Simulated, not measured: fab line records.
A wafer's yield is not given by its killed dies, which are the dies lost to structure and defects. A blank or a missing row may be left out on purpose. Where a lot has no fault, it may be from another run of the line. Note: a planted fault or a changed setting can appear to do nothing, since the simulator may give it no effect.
fab line records	flow nandHarc
[record] lots = 12	wafers = 36	lastDay = 33
route steps=1302 shown A_STAIRCASE@773 END@1302
lots that met no fault: from a run of the same line without faults
startH: the number of hours between the record's first day and the start of the first shown wafer of the lot	waitH: how many hours have passed since the lot's step before this one	" repeats the value in the row above	L1.1+2: several wafers, shown together as one row	- no value present, or no start provided	* or withheld: withheld	< > ~ a bound
route shown NAME@n: names a module that has steps shown in the file, with the first one's number in the route	usual: the fault-free wafers' mean and standard deviation	same: alike in all rows	chamber/n: place in a boat	sites: readings site by site	_std_site: their standard deviation	_edge_site: outer sites' mean less inner sites'	radiusMm: how far each site lies from the wafer's centre	mask NAME#n: copy n	behind: tool/chamber where the wafer was last shaped	hold: reason for holding the lot/hours on hold/outcome of the hold	device: transistor that didn't switch, given as n, p or np	end of line: the same wafers' tests at the end of the route	where a step has no rows: the recipe by itself	killed: dies that structure and defects cost at the first sort, which is not the same as the wafer's yield	map: dies across one wafer; x = killed, . = not, _ = none there
set.NAME: the run value of the setting; set.NAME@STEP: its run value at that earlier step	model.NAME: the simulator's own value behind a step, which no gauge read
steps of the route over a sample of lots; a table a step, a row a wafer
services: from which hour (startH, from the record's first day; less than 0 if before it) a tool's chamber was out of use, for how many hours, and why
[[steps]]
[step NHARC_A_STAIRCASE_DEP_259]
[recipe] targetThkA = 300	targetThkNm = 30	tempC = 400	pressureTorr = 3.5	flowSccm = 200	rfW = 350	material = SiON
[usual] heaterPowerW = 768/97	rfFwdPowerW = 348.6/1.1
lot.wafer	tool	chamber	startH	waitH	heaterPowerW	rfFwdPowerW
L816.3	pecvd-04	1	419.23	1.2	946	350.7
L816.6	"	2	"	"	677	347.9
L816.5	"	1	"	"	968	350.1
L818.3	pecvd-04	0	420.88	1.0	871	347.6
L818.5	"	2	"	"	603	347.8
L818.6	"	1	"	"	928	350.2
L819.3	pecvd-01	2	422.75	1.0	808	347.0
L819.5	"	1	"	"	764	348.7
L819.4	"	2	"	"	807	347.2
L820.2	pecvd-01	1	460.24	1.3	858	350.5
L820.1	"	2	"	"	832	348.3
L820.3	"	0	"	"	692	349.9
L821.1	pecvd-01	0	462.08	1.6	627	349.7
L821.6	"	0	"	"	642	349.1
L821.5	"	1	"	"	891	347.7
L826.1	pecvd-01	2	521.46	1.6	728	347.6
L826.6	"	0	"	"	544	348.8
L826.5	"	1	"	"	813	348.0
L828.2	pecvd-02	1	528.93	1.3	708	348.5
L828.4	"	2	"	"	744	348.0
L828.6	"	0	"	"	826	348.3
L829.1	pecvd-04	0	545.47	1.6	861	348.6
L829.2	"	1	"	"	990	350.5
L829.4	"	2	"	"	614	347.9
L830.3	pecvd-02	2	553.77	1.0	682	348.2
L830.4	"	1	"	"	756	349.3
L830.5	"	2	"	"	692	347.1
L832.2	pecvd-02	0	559.12	1.2	804	348.4
L832.3	"	1	"	"	792	348.9
L832.4	"	1	"	"	803	348.3
L833.2	pecvd-02	0	581.76	1.3	710	349.1
L833.3	"	1	"	"	755	347.2
L833.1	"	2	"	"	706	347.3
L834.1	pecvd-01	0	600.79	1.6	656	348.8
L834.2	"	1	"	"	815	348.9
L834.5	"	0	"	"	669	347.3
[step NHARC_A_STAIRCASE_ETCH_451]
[recipe] targetDepthA = 300	overetchA = 30	timeS = 16.5	ionEnergyEv = 100	cf4FlowSccm = 80	o2FlowSccm = 20	arFlowSccm = 0	rfW = 300	biasW = 100	chemistry = CF4/O2
[usual] drypumpMotorCurrentA = 5.6/0.44	o2FlowSccm = 20.00/0.057	oes_ar_750_au = 1.000/0.0043	oesProductAu = 1.000/0.007	rfFwdPowerW = 295.0/1.5	rfVppV = 197.7/1.4	showerheadPlenumPTorr = 1.34/0.059	throttleValvePct = 13.397/0.0097
lot.wafer	tool	chamber	startH	waitH	drypumpMotorCurrentA	o2FlowSccm	oes_ar_750_au	oesProductAu	rfFwdPowerW	rfHoursCounterH	rfVppV	showerheadPlenumPTorr	throttleValvePct
L816.3	rieDiel-08	3	-	-	5.2	20.00	1.007	0.987	294.6	14	197.5	1.34	13.414
L816.5	"	2	"	"	5.2	20.00	0.994	0.995	296.0	-	197.1	1.27	13.422
L816.6	"	3	"	"	5.2	20.09	1.008	0.999	293.1	-	196.8	1.34	13.396
L818.3	rieDiel-09	3	-	-	6.4	20.00	1.000	0.999	292.4	25	199.2	1.38	13.410
L818.5	"	2	"	"	4.9	20.05	0.993	0.996	296.3	-	199.4	1.36	13.383
L818.6	"	3	"	"	6.5	20.03	0.988	1.001	291.7	-	199.8	1.38	13.402
L819.3	rieDiel-04	1	-	-	4.9	20.06	0.996	0.999	297.3	19	200.1	1.43	13.380
L819.4	"	2	"	"	5.5	20.01	0.995	0.998	295.3	20	196.8	1.31	13.388
L819.5	"	0	"	"	5.7	19.96	1.003	0.998	293.4	-	196.6	1.30	13.403
L820.3	rieDiel-09	2	-	-	4.9	20.20	1.005	0.999	296.2	44	199.1	1.36	13.397
L820.2	"	3	"	"	6.4	20.12	1.005	1.002	292.8	38	199.3	1.38	13.394
L820.1	"	0	"	"	5.8	19.93	0.999	0.996	295.7	47	196.7	1.29	13.402
L821.1	rieDiel-04	3	-	-	5.9	20.04	0.998	0.996	295.6	31	200.6	1.44	13.411
L821.5	"	0	"	"	5.7	20.08	0.997	1.007	295.1	-	198.4	1.29	13.399
L821.6	"	1	"	"	4.8	19.98	0.996	0.999	296.1	-	199.1	1.43	13.396
L826.1	rieDiel-08	0	-	-	5.4	19.99	1.004	0.992	295.0	45	197.4	1.26	13.395
L826.5	"	0	"	"	5.4	20.01	1.002	0.985	294.8	-	195.0	1.26	13.405
L826.6	"	1	"	"	6.0	20.05	1.005	1.010	294.0	-	199.4	1.43	13.395
L828.2	rieDiel-09	0	-	-	5.8	20.07	0.997	1.000	295.9	8	197.4	1.28	13.415
L828.4	"	1	"	"	5.5	19.94	0.996	0.996	295.8	9	197.0	1.33	13.384
L828.6	"	3	"	"	6.5	20.02	1.004	1.007	293.3	-	198.3	1.38	13.398
L829.2	rieDiel-09	1	-	-	5.6	19.95	1.002	0.985	293.7	15	198.1	1.33	13.394
L829.1	"	2	"	"	4.9	20.01	0.994	1.000	296.5	16	198.5	1.35	13.401
L829.4	"	0	"	"	5.8	19.95	0.999	1.001	295.1	15	196.5	1.28	13.397
L830.3	rieDiel-09	1	-	-	5.6	19.93	0.999	1.002	295.7	18	195.9	1.33	13.404
L830.4	"	2	"	"	4.9	20.01	1.004	1.010	297.3	19	197.0	1.35	13.396
L830.5	"	1	"	"	5.6	20.00	1.003	0.998	295.1	-	196.0	1.33	13.385
L832.3	rieDiel-04	3	-	-	5.9	19.95	1.001	1.012	292.6	7	199.9	1.43	13.391
L832.2	"	1	"	"	4.8	19.93	1.004	0.996	296.0	9	199.0	1.42	13.391
L832.4	"	2	"	"	5.6	20.10	1.001	1.003	292.9	6	198.1	1.31	13.410
L833.2	rieDiel-09	0	-	-	5.8	20.09	0.997	0.998	295.9	27	196.4	1.28	13.390
L833.1	"	2	"	"	4.9	20.07	1.002	1.003	297.1	26	198.8	1.35	13.402
L833.3	"	3	"	"	6.4	20.00	1.003	1.012	291.3	26	195.1	1.37	13.388
L834.2	rieDiel-04	3	-	-	5.9	20.03	0.996	1.008	292.5	20	199.8	1.43	13.394
L834.1	"	2	"	"	5.5	19.99	1.007	1.004	294.9	17	197.7	1.30	13.394
L834.5	"	3	"	"	5.9	19.99	1.006	1.018	294.1	-	198.4	1.43	13.379
[step NHARC_A_STAIRCASE_HM_DEP_459]
[recipe] targetThkA = 15000	tempC = 400	material = aC
[usual] throttleValvePct = 35.001/0.0087
lot.wafer	tool	chamber	startH	waitH	throttleValvePct
L816.3	aclDep-03	0	423.83	0.7	34.991
L816.5	"	0	"	"	34.992
L816.6	"	0	"	"	35.003
L818.3	aclDep-01	0	425.33	0.7	34.991
L818.5	"	0	"	"	34.996
L818.6	"	0	"	"	35.004
L819.3	aclDep-03	0	429.45	2.9	35.014
L819.4	"	0	"	"	34.999
L819.5	"	0	"	"	35.012
L820.1	aclDep-03	0	465.80	1.7	35.003
L820.2	"	0	"	"	34.999
L820.3	"	0	"	"	34.989
L821.1	aclDep-02	0	467.78	1.8	35.002
L821.5	"	0	469.03	3.0	35.009
L821.6	"	0	"	"	35.010
L826.1	aclDep-03	0	525.47	0.1	34.997
L826.5	"	0	526.70	1.3	35.022
L826.6	"	0	"	"	35.002
L828.2	aclDep-01	0	536.52	3.6	35.008
L828.4	"	0	"	"	35.018
L828.6	"	0	"	"	35.001
L829.1	aclDep-02	0	552.49	3.2	34.996
L829.2	"	0	"	"	34.995
L829.4	"	0	"	"	34.998
L830.3	aclDep-02	0	561.44	3.7	35.006
L830.4	"	0	"	"	35.019
L830.5	"	0	"	"	34.998
L832.2	aclDep-03	0	566.22	3.1	35.017
L832.3	"	0	"	"	35.003
L832.4	"	0	"	"	35.001
L833.1	aclDep-03	0	586.64	0.9	35.005
L833.2	"	0	"	"	35.004
L833.3	"	0	"	"	34.995
L834.1	aclDep-01	0	604.83	0.1	34.995
L834.2	"	0	"	"	35.000
L834.5	"	0	"	"	35.000
[step NHARC_A_STAIRCASE_EXPOSE_286]
[recipe] na = 0.5	doseMj = 25.01	maskId = CHOP_100
[usual] exposureDoseMJCm2 = 25.008/0.022
lot.wafer	tool	chamber	startH	waitH	mask	exposureDoseMJCm2
L816.3	krfScanner-02	0	425.70	-	CHOP_100#0	25.019
L816.5	"	0	"	"	CHOP_100#0	25.015
L816.6	"	0	"	"	CHOP_100#0	25.047
L818.3	krfScanner-02	0	427.06	-	CHOP_100#0	25.000
L818.5	"	0	"	"	CHOP_100#0	24.999
L818.6	"	0	"	"	CHOP_100#0	24.990
L819.3	krfScanner-02	0	431.18	-	CHOP_100#0	25.019
L819.4	"	0	"	"	CHOP_100#0	25.045
L819.5	"	0	"	"	CHOP_100#0	25.002
L820.1	krfScanner-04	0	468.78	-	CHOP_100#0	24.958
L820.2	"	0	"	"	CHOP_100#0	25.001
L820.3	"	0	"	"	CHOP_100#0	25.041
L821.1	krfScanner-02	0	470.28	-	CHOP_100#0	25.004
L821.5	"	0	"	"	CHOP_100#0	24.992
L821.6	"	0	"	"	CHOP_100#0	25.028
L826.1	krfScanner-02	0	527.94	-	CHOP_100#0	14.942
L826.5	"	0	"	"	CHOP_100#0	14.978
L826.6	"	0	"	"	CHOP_100#0	14.930
L828.2	krfScanner-02	0	538.71	-	CHOP_100#0	14.947
L828.4	"	0	"	"	CHOP_100#0	14.923
L828.6	"	0	"	"	CHOP_100#0	14.976
L829.1	krfScanner-02	0	554.83	-	CHOP_100#0	14.958
L829.2	"	0	"	"	CHOP_100#0	14.920
L829.4	"	0	"	"	CHOP_100#0	14.936
L830.3	krfScanner-04	0	563.30	-	CHOP_100#0	24.998
L830.4	"	0	"	"	CHOP_100#0	24.991
L830.5	"	0	"	"	CHOP_100#0	25.006
L832.2	krfScanner-04	0	568.52	-	CHOP_100#0	25.027
L832.3	"	0	"	"	CHOP_100#0	24.991
L832.4	"	0	"	"	CHOP_100#0	25.023
L833.1	krfScanner-01	0	589.12	-	CHOP_100#0	24.998
L833.2	"	0	"	"	CHOP_100#0	24.981
L833.3	"	0	"	"	CHOP_100#0	25.031
L834.1	krfScanner-01	0	607.18	-	CHOP_100#0	24.979
L834.2	"	0	"	"	CHOP_100#0	24.938
L834.5	"	0	"	"	CHOP_100#0	24.974
[step NHARC_END_SORT_01]
[recipe] tempC = 25
[usual] killedAtArray = 54/23	killedAtOther = 1.2/1.5	killedAtPeriphery = 3.9/2.5	killedDies = 59/23	killedOpen = 3.2/1.7	killedShort = 2.4/1.6
[same] grossDies = 677
lot.wafer	tool	chamber	startH	waitH	killedAtArray	killedAtOther	killedAtPeriphery	killedDies	killedOpen	killedShort
L829.1	prober-01	0	742.18	2.5	64	0	5	69	4	2
L829.2	prober-01	0	742.98	2.8	45	0	0	45	2	1
L829.4	prober-01	0	744.58	3.4	33	0	5	38	2	1
// killed by level:class
L829.1 A_SLIT:chamberFilmFlake=25 A_CHANNEL_HOLE_D2:chamberFilmFlake=15 A_CHANNEL_HOLE_D1:chamberFilmFlake=11 A_CONTACT:chamberFilmFlake=4 A_M0:geometricParticle:open=2 P_M0:chamberFilmFlake=2 A_DECK1_JOINT:chamberFilmFlake=2 A_STAIRCASE:chamberFilmFlake=2
L829.2 A_CHANNEL_HOLE_D2:chamberFilmFlake=13 A_SLIT:chamberFilmFlake=13 A_CHANNEL_HOLE_D1:chamberFilmFlake=10 A_CONTACT:chamberFilmFlake=3 A_CHANNEL_HOLE_D1:geometricParticle:short=1 A_CHANNEL_FILL_D1:geometricParticle:open=1 A_BLC:geometricParticle:open=1 A_DECK1_JOINT:chamberFilmFlake=1
L829.4 A_SLIT:chamberFilmFlake=17 A_CHANNEL_HOLE_D2:chamberFilmFlake=9 A_DECK1_JOINT:chamberFilmFlake=4 P_M0:chamberFilmFlake=3 P_GATE:geometricParticle:open=1 P_M0:geometricParticle:open=1 A_WL_FILL:geometricParticle:short=1 A_STAIRCASE:chamberFilmFlake=1
[[services]]
tool	chamber	startH	hours	kind
pecvd-02	-	408.00	13.0	pm
pecvd-04	-	425.73	0.8	repair
aclDep-02	-	428.55	13.0	pm
pecvd-04	0	432.38	3.8	repair
krfScanner-02	-	438.00	4.0	pm
krfScanner-04	-	444.31	0.9	repair
pecvd-04	-	454.65	13.0	pm
pecvd-02	2	459.89	5.5	repair
rieDiel-09	-	482.29	0.9	repair
krfScanner-01	-	484.00	4.0	pm
aclDep-03	-	487.48	13.0	pm
pecvd-02	1	491.94	5.6	repair
pecvd-01	-	492.18	13.0	pm
rieDiel-09	-	497.53	9.0	pm
krfScanner-04	-	526.00	4.0	pm
pecvd-02	0	531.03	16.5	repair
rieDiel-04	-	534.07	9.0	pm
krfScanner-02	0	541.11	-	calibration
pecvd-01	-	542.55	2.7	repair
rieDiel-08	-	544.83	9.0	pm
krfScanner-01	-	556.73	2.0	repair
aclDep-01	-	558.46	13.0	pm
krfScanner-01	-	569.31	7.9	repair
pecvd-02	-	589.00	13.0	pm
[[key]]
[firstSign] step = NHARC_A_STAIRCASE_EXPOSE_286	reading = exposureDoseMJCm2	direction = down	sigmas = 99+	usual = 25.008	struck = 14.946
effect none on later readings
metAt NHARC_A_STAIRCASE_EXPOSE_286
struckLots L826,L828,L829
testerLeftOut L826,L828,L829
notActingAt NHARC_A_STAIRCASE_DEP_259,NHARC_A_STAIRCASE_ETCH_451,NHARC_A_STAIRCASE_HM_DEP_459
onsetBetween 470.28 527.94
[fault] kind = processParameterDrift	tool = krfScanner-02	chamber = -	onsetH = 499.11	steps = NHARC_A_STAIRCASE_EXPOSE_286	channel = doseMj	offset = -10.063	shape = step	actsIn = theseRecipesOnly	stated = 25.01
// testerLeftOut: of these lots the tester's yield and bins aren't shown, on N5 and GAA mostly nor the transistor test; their killed dies are dies lost to structure and defects alone, not to doping, threshold or leakage, so they don't give the yield
